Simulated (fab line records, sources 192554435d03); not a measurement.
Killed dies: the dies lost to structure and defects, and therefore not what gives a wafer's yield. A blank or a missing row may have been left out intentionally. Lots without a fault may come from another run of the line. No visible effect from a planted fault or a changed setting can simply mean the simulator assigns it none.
Code-filled problem report in 8D (eight disciplines) form -- flow n5_finfet -- the parts of the form that need people (team, actions taken, sign-off) are left out

== 1. THE ISSUE ==
Wafers without a fault read 75.1 s, standard deviation 2.3; etch_rf_on_time_s at N5_BEOL_M6_ETCH_61 reads a mean of 48.3 s on 2 wafers belonging to 2 lots. That puts it -12 standard deviations away from the usual mean.
The step: etches SiARC in CF4, target depth 45.5 nm, time 75.8 s.
First seen on wafer L919.5, day 10 05:59, on rie_diel-04. The record holds 31 wafers of 11 lots with a number at this step. Rule for "out" (also "out of limits"): further than 4 standard deviations from the usual mean. The rest of the wafers with a number are treated as sound.

== 2. WHAT IT IS, AND WHAT IT ISN'T ==
question,is,is not
which readings at this step,etch_rf_on_time_s,"drypump_motor_current_A, rf_fwd_power_W, rf_vpp_V, showerhead_plenum_p_Torr, throttle_valve_pct"
which lots,"L919, L922","L913, L920, L929, L930, L931, L932, L934, L935, L936"
which wafers of those lots,"L919.5, L922.5","L919.1, L919.3, L922.4"
read on which tools,rie_diel-04,"rie_diel-05, rie_diel-06"
when,from day 10 05:59,"up to then (8 sound wafers); but 21 sound wafers of L922, L929, L930, L931, L932, L934, L935, L936 came after"

== 3. WHAT RULES OUT EACH SUSPECT ==
Counting: if a tool at a process step up to the reading ran every lot that is out, it stays a suspect. Sound lots after the first of them don't rule it out here, since some wafers of a struck lot are sound.
- cvd_co-01 at N5_BEOL_M5_CO_CAP_78 (material Co, precursor CCTBA/H2, target thk 2 nm, time 102.1 s): kept. It ran every lot that is out, first L919 (day 10 03:36).
- rie_diel-04 at N5_BEOL_M6_ETCH_61 (etches SiARC in CF4, target depth 45.5 nm, time 75.8 s): kept. It processed each lot that is out (first: L919, day 10 05:59); up to then, its last sound lot is L920 (day 10 02:02). Its own readings are out on those wafers: etch_rf_on_time_s.
- In cvd_co-01 at N5_BEOL_M5_CO_CAP_78, the wafers that are out were processed in chamber 0 and their sound lot-mates in chambers 1, 2.
What counting leaves: cvd_co-01 at N5_BEOL_M5_CO_CAP_78 and rie_diel-04 at N5_BEOL_M6_ETCH_61.

== 4. THE CAUSE (what the simulator had put in) ==
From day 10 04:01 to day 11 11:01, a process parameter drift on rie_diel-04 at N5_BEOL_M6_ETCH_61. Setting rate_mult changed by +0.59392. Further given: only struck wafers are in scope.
This tool is one of the 2 suspects left after counting.

== 5. THE EFFECT CHAIN, in route order ==
Each row: a reading where the mean over the struck wafers with a number is more than 3 standard deviations away from the usual. Readings are gone through only where the record gives a usual standard deviation; hours: the median, over the lots, of the time from a lot's start at the first step in this table giving one to that lot's start at this step; sigmas: the change measured in usual standard deviations.
hours,step,reading,usual,on struck wafers,change,sigmas
0,N5_BEOL_M6_ETCH_61,etch_rf_on_time_s,75.1 s,48.3,-26.8,-12
0,N5_BEOL_M6_ETCH_61,oes_product_au,0.70 a.u.,1.03,+0.33,+3.9
The process steps in it:
- N5_BEOL_M6_ETCH_61: etches SiARC in CF4, target depth 45.5 nm, time 75.8 s.

== 6. HOW IT WOULD HAVE BEEN CAUGHT EARLIER ==
First out-of-limits reading in this record: day 10 05:59, which is 2 hours after fault onset at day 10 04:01.
